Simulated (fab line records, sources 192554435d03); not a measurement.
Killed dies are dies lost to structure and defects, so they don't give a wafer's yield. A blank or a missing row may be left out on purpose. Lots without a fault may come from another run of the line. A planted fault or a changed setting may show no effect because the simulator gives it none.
fab line records | flow n5_finfet
record lots=4 wafers=12 last_day=15
route steps=1938 shown BEOL_M3@958 PASSIVATION@1936
lots that met no fault: from a run of the same line without faults
start_h: hours from the record's first day to the start of the lot's first wafer shown | wait_h: hours since the lot's step before | " the same as in the row above | L1.1+2: a row that stands for several wafers | - no value, or no start given | * or withheld: withheld | < > ~ a bound
route shown NAME@n: a module of which the file shows steps, and the number in the route of the first | usual: mean/standard deviation of fault-free wafers | same: alike in all rows | chamber/n: place in a boat | sites: the reading at each site | _std_site: their standard deviation | _edge_site: outer sites' mean less inner sites' | radius_mm: how far each site lies from the wafer's centre | mask NAME#n: copy n | behind: the tool/chamber that last shaped the wafer | hold: why the lot was held/for how many hours/how that ended | device: the transistor (n, p or np) that didn't switch | end of line: the same wafers' tests at the end of the route | a step without rows: its recipe alone | killed: dies lost to structure and defects at the first sort, not the wafer's yield | map: a wafer's dies, x killed, . not, _ none there
set.NAME: the setting as run; set.NAME@STEP: as run at that earlier step | model.NAME: the simulator's own value behind a step, which no gauge read
lots at some steps of the route; a table a step, a row a wafer
services: from which hour (start_h, from the record's first day; less than 0 if before it) a tool's chamber was out of use, for how many hours, and why
## steps
# step N5_BEOL_M3_COAT_68
# recipe resist=SiARC temp_c=220 time_s=60 spin_rpm=1500 resist_thk_nm=12
# step N5_BEOL_M3_COAT_76
# recipe resist=underlayer temp_c=205 time_s=60 spin_rpm=1500 resist_thk_nm=5
# step N5_BEOL_M3_COAT_22
# recipe resist=CAR-EUV spin_rpm=1500 resist_thk_nm=30
# step N5_BEOL_M3_EBR_24
# recipe solvent=PGMEA ebr_width_mm=1.5
# step N5_BEOL_M3_SOFTBAKE_23
# recipe temp_c=110 time_s=60 resist=CAR-EUV
# step N5_BEOL_M3_EXPOSE_25
# recipe mask_id=V2 na=0.33 source_shape=quasar sigma_inner=0.2 sigma_outer=0.8 polarization=unpolarized defocus_nm=5 dose_mj=63
# step N5_BEOL_M3_PEB_26
# recipe peb_temp_c=100 peb_time_s=60 resist=CAR-EUV
# step N5_BEOL_M3_DEVELOP_27
# recipe develop_time_s=30 developer=TMAH resist=CAR-EUV rinse_liquid=surfactant_rinse dry=air_spin dev_temp_c=23
# step N5_BEOL_M3_DESCUM_33
# recipe chemistry=O2 time_s=7 source_power_w=50 bias_power_w=20 pressure_mtorr=20 rf_frequency_hz=2.712e+07 temp_c=40 resist=CAR-EUV o2_flow_sccm=225
# step N5_BEOL_M3_ETCH_77
# recipe chemistry=N2/H2 target=underlayer target_depth_a=65 mask_material=CAR-EUV time_s=5.2 ion_energy_ev=200 pressure_mtorr=30 source_w=840 bias_w=150 n2_flow_sccm=200 h2_flow_sccm=200 ends=cleared
# usual bias_w=150.0/0.46 drypump_motor_current_A=5.6/0.43 etch_rf_on_time_s=5.17/0.11 oes_product_au=0.68/0.072 rf_vpp_V=523.6/2.7 showerhead_plenum_p_Torr=2.53/0.093 throttle_valve_pct=17.80/0.29
# columns lot.wafer tool chamber start_h wait_h bias_w drypump_motor_current_A etch_rf_on_time_s oes_product_au rf_hours_counter_h rf_vpp_V showerhead_plenum_p_Torr throttle_valve_pct
L778.1 rie_diel-04 3 158.65 0.0 150.2 5.4 5.19 0.75 28 527.3 2.72 17.38
L778.3 " 1 " " 149.5 5.0 5.17 0.58 228 522.3 2.49 17.82
L778.5 " 3 " " 150.2 5.4 5.25 0.73 - 528.8 2.71 17.36
L781.3 rie_diel-05 3 170.07 0.0 150.2 5.5 5.12 0.70 77 524.9 2.55 17.84
L781.4 " 1 " " 150.1 5.5 5.15 0.63 164 522.7 2.42 17.51
L781.6 " 2 " " 150.1 5.8 5.18 0.64 - 522.7 2.55 18.07
L786.2 rie_diel-04 1 201.35 0.0 150.3 5.0 5.15 0.57 241 521.9 2.49 17.83
L786.3 " 3 " " 150.1 5.4 5.29 0.71 41 528.5 2.71 17.40
L786.6 " 2 " " 150.0 5.0 5.12 0.64 - 521.6 2.43 17.96
L788.1 rie_diel-04 1 222.24 0.0 150.3 5.1 5.16 0.57 247 521.4 2.48 17.85
L788.2 " 0 " " 150.1 6.3 5.02 0.73 58 521.2 2.48 18.13
L788.4 " 3 " " 150.5 5.4 5.28 0.71 47 527.7 2.71 17.42
# step N5_BEOL_M3_ETCH_69
# recipe chemistry=CF4 target=SiARC target_depth_a=156 mask_material=CAR-EUV time_s=26 ion_energy_ev=80 pressure_mtorr=40 source_w=545 bias_w=36 Ar_flow_sccm=100 cf4_flow_sccm=100 ends=cleared
# step N5_BEOL_M3_ALD_98
# recipe material=SiO2 target_thk_a=25 temp_c=100 ald_precursor_family=BDEAS ald_co_reactant=O2-plasma pulse_time_s=1 co_reactant_pulse_time_s=1 purge_time_s=2 co_reactant_purge_time_s=2 ald_cycles=17 pressure_torr=2
# step N5_BEOL_M3_ETCHBACK_99
# recipe chemistry=CHF3 target=SiO2 target_depth_a=50 time_s=10.4 source_w=215 bias_w=47 Ar_flow_sccm=200 CHF3_flow_sccm=12 ion_energy_ev=100 pressure_mtorr=30
# step N5_BEOL_M3_ETCH_70
# recipe chemistry=N2/H2 target=SOC target_depth_a=800 overetch_a=160 mask_material=SiARC temp_c=40 time_s=120 ion_energy_ev=200 pressure_mtorr=30 source_w=840 bias_w=150 n2_flow_sccm=200 h2_flow_sccm=200
# step N5_BEOL_M3_STRIP_71
# recipe chemistry=N2/H2 temp_c=40 n2_flow_sccm=200 h2_flow_sccm=200 rf_frequency_hz=6e+07
# step N5_BEOL_M3_STRIP_78
# recipe chemistry=N2/H2 temp_c=40 n2_flow_sccm=200 h2_flow_sccm=200 rf_frequency_hz=6e+07
# step N5_BEOL_M3_VIA_ETCH_34
# recipe chemistry=C4F6/O2 target_depth_a=694 mask_material=SOC pressure_mtorr=15 ion_energy_ev=250 taper_deg=4 time_s=65.9 source_w=350 bias_w=170 Ar_flow_sccm=300 C4F6_flow_sccm=10 O2_flow_sccm=10
# step N5_BEOL_M3_STRIP_83
# recipe chemistry=C4F6/O2 resist=SiARC rf_frequency_hz=6e+07
# step N5_BEOL_M3_STRIP_36
# recipe chemistry=N2/H2 power_w=450 temp_c=40 pressure_mtorr=20 rf_frequency_hz=6e+07 overash_fraction=0.3 bias_power_w=7 h2_frac=0.5 n2_flow_sccm=200 h2_flow_sccm=200
# step N5_BEOL_M3_TRENCH_ETCH_37
# recipe chemistry=C4F6/O2 target_depth_a=555.55 target=SiOC time_s=29.2 ion_energy_ev=250 pressure_mtorr=30 source_w=355 bias_w=185 Ar_flow_sccm=300 C4F6_flow_sccm=10 O2_flow_sccm=10
# step N5_BEOL_M3_ETCH_41
# recipe chemistry=CH3F/O2 target=SiCN target_depth_a=299 taper_deg=2 time_s=52.5 ion_energy_ev=120 mask_material=TiN pressure_mtorr=30 source_w=395 bias_w=75 Ar_flow_sccm=150 CH3F_flow_sccm=30 O2_flow_sccm=20
# step N5_BEOL_M3_STRIP_97
# recipe chemistry=N2/H2 time_s=10 power_w=450 temp_c=40 pressure_mtorr=20 rf_frequency_hz=6e+07 bias_power_w=7 n2_flow_sccm=200 h2_flow_sccm=200
# step N5_BEOL_M3_HM_STRIP_39
# recipe chemistry=peroxide_tin_strip material=TiN target_depth_a=250 temp_c=50 time_s=158
# step N5_BEOL_M3_SRD_40
# recipe time_s=30 temp_c=23 rinse_liquid=diw dry=ipa_marangoni
# step N5_BEOL_M3_PRECLEAN_42
# recipe chemistry=residue_remover time_s=60 temp_c=40
# step N5_BEOL_M3_SRD_43
# recipe time_s=30 temp_c=23 rinse_liquid=diw dry=ipa_marangoni
# step N5_BEOL_M3_DEGAS_44
# recipe ambient=vacuum temp_c=250 time_s=60
# step N5_BEOL_M3_PRE_CLEAN_45
# recipe gas=H2/He time_s=30 temp_c=250
# step N5_BEOL_M3_ALD_84
# recipe material=TaN target_thk_a=* temp_c=275 ald_precursor_family=PDMAT ald_co_reactant=NH3 pressure_torr=3 carrier_flow_sccm=1500 pulse_time_s=2 purge_time_s=3 co_reactant_purge_time_s=2 co_reactant_pulse_time_s=3 ald_cycles=30 precursor_vessel_temp_c=75 precursor_vessel_pressure_torr=26.25 precursor_vessel_carrier_sccm=1000
# step N5_BEOL_M3_SURFACE_TREAT_85
# recipe gas=Ar time_s=* ion_energy_ev=* ion_current_ma_cm2=0.5 pressure_mtorr=* ar_flow_sccm=30
# step N5_BEOL_M3_CVD_47
# recipe material=Co target_thk_a=30 temp_c=withheld precursor=CCTBA/H2 pressure_torr=30 time_s=223.8
# step N5_BEOL_M3_SPUTTER_48
# recipe material=Cu target_thk_a=45 temp_c=-20 chamber_pressure_pa=0.07 power_w=withheld time_s=8.29
# step N5_BEOL_M3_ANNEAL_49
# recipe temp_c=400 time_s=240 ambient=vacuum
# step N5_BEOL_M3_SPUTTER_79
# recipe material=Cu target_thk_a=45 temp_c=-20 chamber_pressure_pa=0.07 power_w=withheld time_s=8.29
# step N5_BEOL_M3_ANNEAL_80
# recipe temp_c=400 time_s=240 ambient=vacuum
# step N5_BEOL_M3_SPUTTER_81
# recipe material=Cu target_thk_a=45 temp_c=-20 chamber_pressure_pa=0.07 power_w=withheld time_s=8.29
# step N5_BEOL_M3_ANNEAL_82
# recipe temp_c=400 time_s=240 ambient=vacuum
# step N5_PASSIVATION_PROBE_49
# usual defect_limited_yield=91.2/1.3 killed_at_M0_to_M3=34/10 killed_at_M4_up=13/4.6 killed_at_contacts=13/5.5 killed_at_front_end=41/12 killed_at_other=2.8/2.4 killed_dies=104/16 killed_on_rim=14/4.2 killed_open=67/12 killed_short=33/7.2 sort_bin_5_function=5.1/0.86 sort_bin_6_memory=3.3/0.62 sort_n_pass=1076/16 sort_yield_pct=91.2/1.3
# same gross_dies=1180 killed_at_back_side=0 sort_bin_4_leakage[%]=0 sort_bin_8_speed[%]=0
# columns lot.wafer tool chamber start_h wait_h defect_limited_yield[%] killed_at_M0_to_M3 killed_at_M4_up killed_at_contacts killed_at_front_end killed_at_other killed_dies killed_on_rim killed_open killed_short sort_bin_5_function[%] sort_bin_6_memory[%] sort_n_pass sort_yield_pct[%]
L786.2 prober-02 - 338.66 0.1 84.0 113 17 5 51 3 189 26 67 31 8.4 3.7 991 84.0
L786.3 prober-02 - 338.71 0.1 80.1 172 9 18 34 2 235 28 71 26 11.8 4.5 945 80.1
L786.6 prober-02 - 338.86 0.3 78.1 193 12 13 39 2 259 19 69 42 11.4 5.8 921 78.1
L788.1 prober-01 - 360.47 0.9 82.8 135 21 16 31 0 203 40 68 31 9.5 4.0 977 82.8
L788.2 prober-01 - 360.52 1.0 79.2 188 20 9 28 0 245 12 59 27 13.5 4.0 935 79.2
L788.4 prober-01 - 360.62 1.1 82.4 149 15 13 29 2 208 28 59 20 11.5 2.5 972 82.4
# killed by level:class
L786.2 BEOL_M3:unspecified=85 FIN_SAQP:geometric_particle:open=8 FIN_SAQP:geometric_particle:short=8 BEOL_M0_SAQP:geometric_particle:open=8 BEOL_M1:geometric_particle:open=8 STI_FIN_REVEAL:geometric_particle:open=6 BEOL_M0_SAQP:geometric_particle:short=6 BEOL_M5:geometric_particle:open=4
L786.3 BEOL_M3:unspecified=132 MOL_CONTACT_COAG:geometric_particle:open=11 BEOL_M0_SAQP:geometric_particle:short=9 BEOL_M0_SAQP:geometric_particle:open=8 DUMMY_GATE:geometric_particle:open=7 BEOL_M3:geometric_particle:open=7 BEOL_M1:geometric_particle:open=6 BEOL_M2:geometric_particle:open=6
L786.6 BEOL_M3:unspecified=148 BEOL_M0_SAQP:geometric_particle:open=15 BEOL_M0_SAQP:geometric_particle:short=13 FIN_SAQP:geometric_particle:open=9 MOL_CONTACT_COAG:geometric_particle:open=8 DUMMY_GATE:geometric_particle:open=7 BEOL_M1:geometric_particle:open=6 MOL_CONTACT_COAG:geometric_particle:short=5
L788.1 BEOL_M3:unspecified=94 FIN_SAQP:geometric_particle:open=11 MOL_CONTACT_COAG:geometric_particle:open=11 BEOL_M1:geometric_particle:open=9 BEOL_M2:geometric_particle:open=7 BEOL_M4:geometric_particle:short=7 BEOL_M0_SAQP:geometric_particle:open=6 BEOL_M4:geometric_particle:open=6
L788.2 BEOL_M3:unspecified=155 BEOL_M1:geometric_particle:open=12 FIN_SAQP:geometric_particle:open=7 BEOL_M4:geometric_particle:open=7 MOL_CONTACT_COAG:geometric_particle:open=6 BEOL_M2:geometric_particle:open=5 BEOL_M4:geometric_particle:short=4 STARTING-WAFER:geometric_particle:short=4
L788.4 BEOL_M3:unspecified=125 BEOL_M4:geometric_particle:open=10 FIN_SAQP:geometric_particle:open=9 MOL_CONTACT_COAG:geometric_particle:open=9 BEOL_M3:geometric_particle:open=7 GATE_CUT:geometric_particle:open=4 GATE_CUT:geometric_particle:short=4 BEOL_M2:geometric_particle:open=4
# map L786.6 (x killed, . not)
_________________............________________
______________................x._____________
___________..................x.....__________
__________...x.....x................_________
________.....x......xx..x.........x..._______
_______......................x.........______
______x..............x...........x....xx_____
_____.......x..xx.x.x......x..x.......x..____
____..........x..x.....x.x.x........x...x.___
___........x........................xx.....__
___......x..........x..........x..xxxxxxx.x__
__............x.............x.xxx.xxxxxxxx.._
__x....x...x....................xxxxxxxxxxx._
_...................x.x.....x.xxxxxxxxxxxxxxx
_.......x......x.......x...x.xxxxxxxxxxxxxxxx
_.......xxx................x..xxxxxxxxxxxxxx.
_...........xx..x.....x.....xxxxxxxxxxxxxxxxx
_...x.....x..x...............xxxxxxxxxxxxxxxx
_.x..x.............x..x......xxxx.xxxxxxxxxx.
_x...........x...................xxxxxxxxxxx.
_..x...........................x.xxxxxxxx..x.
__...........x..........xx.......xx........._
__.......x.......xxx....x.......x..x..x...x._
___......x...x.xx..x.....x..xxx..x..xx.....__
___.......x................................__
____......................................___
_____...x.............................x..____
______.............xx............x.x.x.._____
_______.x..........x.........x.........______
________....................xx.....x.._______
__________....x.....xx.x............_________
___________..................x...x.__________
______________....x...x...x..x.._____________
_________________............________________
# map L788.2 (x killed, . not)
_________________...........x________________
______________.............x...._____________
___________...................x....__________
__________......x...x..............._________
________........x.x....x.............._______
_______.x.x.......x........x.......x...______
______x..x.........x...................x_____
_____..xx....x.......x...x...........x...____
____x.....................................___
___...x.x.......x..........................__
___..............x...............x......x.x__
__x.x..................x...................x_
__..........................x..............._
_.....................xx.x...x......x........
_...x.................x.......xxxxxx...x.....
_...x....................xxxxxxxxxxxxx..x....
_.........................xxxxxxxxxxxxx......
_....x...x......xx......xxxxxxxxxxxxxx.......
_..................x.....xxxxxxxxxxxxx.......
_............xx.....x...xxxxxxxxxxxxxxx....x.
_......................xxxxxxxxxxxxxxxxxx....
__....................x.xxxxxxxxxxxxxxx....._
__......................x.xxxxxxxxxxxx......_
___........x..x.....x...x.xxxxxxxxxx...x..x__
___.......x.x.......x...x.xxxxxxxxxx.x.....__
____....................x.x.x.xx..xx...x..___
_____........x...x.....x..xx..xxx.....x..____
______.x..........x.......x..x...x......_____
_______.......x.......x.x.......x......______
________.........x....xx..x.....x....._______
__________...........xx...........x._________
___________....x...xx..............__________
______________.x................_____________
_________________............________________
## services
# columns tool chamber start_h hours kind
rie_diel-04 - 199.56 1.0 repair
## key
first_sign step=N5_PASSIVATION_PROBE_49 reading=killed_at_M0_to_M3 direction=up sigmas=12 usual=34 struck=158
effect step=N5_PASSIVATION_PROBE_49 reading=defect_limited_yield direction=down sigmas=7.7 usual=91.2 struck=81.1
more_kills_born_at N5_BEOL_M3_ETCH_77@rie_diel-04=739
met_at N5_BEOL_M3_ETCH_77
struck_wafers L786.2,L786.3,L786.6,L788.1,L788.2,L788.4
onset_between 158.65 201.35
also_fits time
fault kind=chamber_particle_source tool=rie_diel-04 chamber=- onset_h=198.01 steps=N5_BEOL_M3_ETCH_77 rate_per_visit_cm2=1.8279 end_h=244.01
